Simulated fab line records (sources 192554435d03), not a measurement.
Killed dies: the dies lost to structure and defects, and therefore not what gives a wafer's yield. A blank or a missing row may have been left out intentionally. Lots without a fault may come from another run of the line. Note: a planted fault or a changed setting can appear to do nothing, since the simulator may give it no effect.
Chamber matching / flow n5-finfet / 4 sister chambers for N5_HKMG_FIN_ALD_36 on ald-metal-01
The step deposits TiN, target thk 1 nm, pulse time 1 s, purge time 3 s. 8 wafers are shown with their chamber, then 7 later ones without.

## WAFERS WITH THEIR CHAMBER
wafer=L083.2; chamber=0; heater-power-outer-w (W)=541; heater-power-w (W)=825
wafer=L083.5; chamber=3; heater-power-outer-w (W)=523; heater-power-w (W)=880
wafer=L083.6; chamber=2; heater-power-outer-w (W)=457; heater-power-w (W)=750
wafer=L088.2; chamber=3; heater-power-outer-w (W)=542; heater-power-w (W)=854
wafer=L088.3; chamber=1; heater-power-outer-w (W)=661; heater-power-w (W)=1078
wafer=L088.5; chamber=2; heater-power-outer-w (W)=458; heater-power-w (W)=726
wafer=L089.1; chamber=1; heater-power-outer-w (W)=665; heater-power-w (W)=1067
wafer=L089.2; chamber=0; heater-power-outer-w (W)=535; heater-power-w (W)=840

## WAFERS WITH NO CHAMBER GIVEN
wafer=L089.5; heater-power-outer-w (W)=682; heater-power-w (W)=1093
wafer=L093.1; heater-power-outer-w (W)=548; heater-power-w (W)=893
wafer=L093.3; heater-power-outer-w (W)=460; heater-power-w (W)=741
wafer=L093.6; heater-power-outer-w (W)=532; heater-power-w (W)=842
wafer=L094.2; heater-power-outer-w (W)=528; heater-power-w (W)=877
wafer=L094.3; heater-power-outer-w (W)=471; heater-power-w (W)=729
wafer=L094.5; heater-power-outer-w (W)=688; heater-power-w (W)=1085

## WHICH CHAMBER EACH WENT THROUGH
wafer=L089.5; from the rows above=1; in truth=1
wafer=L093.1; from the rows above=can't be placed: 3 or 0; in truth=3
wafer=L093.3; from the rows above=2; in truth=2
wafer=L093.6; from the rows above=can't be placed: 0 or 3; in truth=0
wafer=L094.2; from the rows above=3; in truth=3
wafer=L094.3; from the rows above=2; in truth=2
wafer=L094.5; from the rows above=1; in truth=1
5 of 7 placed correctly. Cannot be placed on the basis of these rows: 2; the candidates contain the true chamber in 2. Number placed wrongly: 0.
How it was worked out, from the rows above alone: a wafer's distance from a chamber is the root of the sum, over the readings, of the square of ((its reading less the chamber's mean) divided by the reading's scatter). The wafer belongs to the nearest chamber; if the next one is less than 2 further off, it can't be placed. A chamber's mean is the mean of its shown wafers. The scatter: take each reading less its chamber's mean, square it, sum over the shown wafers, divide by the number of wafers less the number of chambers, and take the root.
